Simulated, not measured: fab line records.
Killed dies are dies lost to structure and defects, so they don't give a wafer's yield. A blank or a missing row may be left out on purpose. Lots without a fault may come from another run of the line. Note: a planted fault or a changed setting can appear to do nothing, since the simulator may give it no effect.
Chamber matching || flow nand-harc || NHARC_A_CHANNEL_FILL_D1_ALD_25 on ald-hk-03: 4 sister chambers
The step deposits SiOx, target thk 60 nm, pulse time 10 s, ald cycles 600. 4 wafers are shown with their chamber, then 7 later ones without.

## EACH WAFER AND ITS CHAMBER
{"wafer": "L237.2", "chamber": 0, "heater-power-w (W)": 498}
{"wafer": "L238.3", "chamber": 1, "heater-power-w (W)": 510}
{"wafer": "L242.1", "chamber": 3, "heater-power-w (W)": 462}
{"wafer": "L242.4", "chamber": 2, "heater-power-w (W)": 361}

## WAFERS WHOSE CHAMBER IS MISSING
{"wafer": "L242.5", "heater-power-w (W)": 523}
{"wafer": "L244.4", "heater-power-w (W)": 356}
{"wafer": "L244.5", "heater-power-w (W)": 373}
{"wafer": "L244.6", "heater-power-w (W)": 527}
{"wafer": "L245.3", "heater-power-w (W)": 376}
{"wafer": "L245.4", "heater-power-w (W)": 527}
{"wafer": "L245.1", "heater-power-w (W)": 516}

## WHICH CHAMBER EACH ONE RAN IN
{"wafer": "L242.5", "from the rows above": "can't be placed: 1 or 0", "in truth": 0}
{"wafer": "L244.4", "from the rows above": 2, "in truth": 2}
{"wafer": "L244.5", "from the rows above": 2, "in truth": 2}
{"wafer": "L244.6", "from the rows above": "can't be placed: 1 or 0", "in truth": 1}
{"wafer": "L245.3", "from the rows above": 2, "in truth": 2}
{"wafer": "L245.4", "from the rows above": "can't be placed: 1 or 0", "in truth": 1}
{"wafer": "L245.1", "from the rows above": "can't be placed: 1 or 0", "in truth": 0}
Correctly placed: 3 of 7. Not placeable from these rows: 4 (in 4, the candidates include the true chamber). Number placed wrongly: 0.
How it was worked out, from the rows above alone: a wafer's distance from a chamber is the root of the sum, over the readings, of the square of ((its reading less the chamber's mean) divided by the reading's scatter). If the next closest chamber is less than 2 further off than the closest, the wafer can't be placed; otherwise it belongs to the closest. Each chamber's mean is taken over the wafers shown for it. The scatter: with one shown wafer a chamber, the root of the mean of the squares of how far each hidden wafer lies from its nearest shown one.
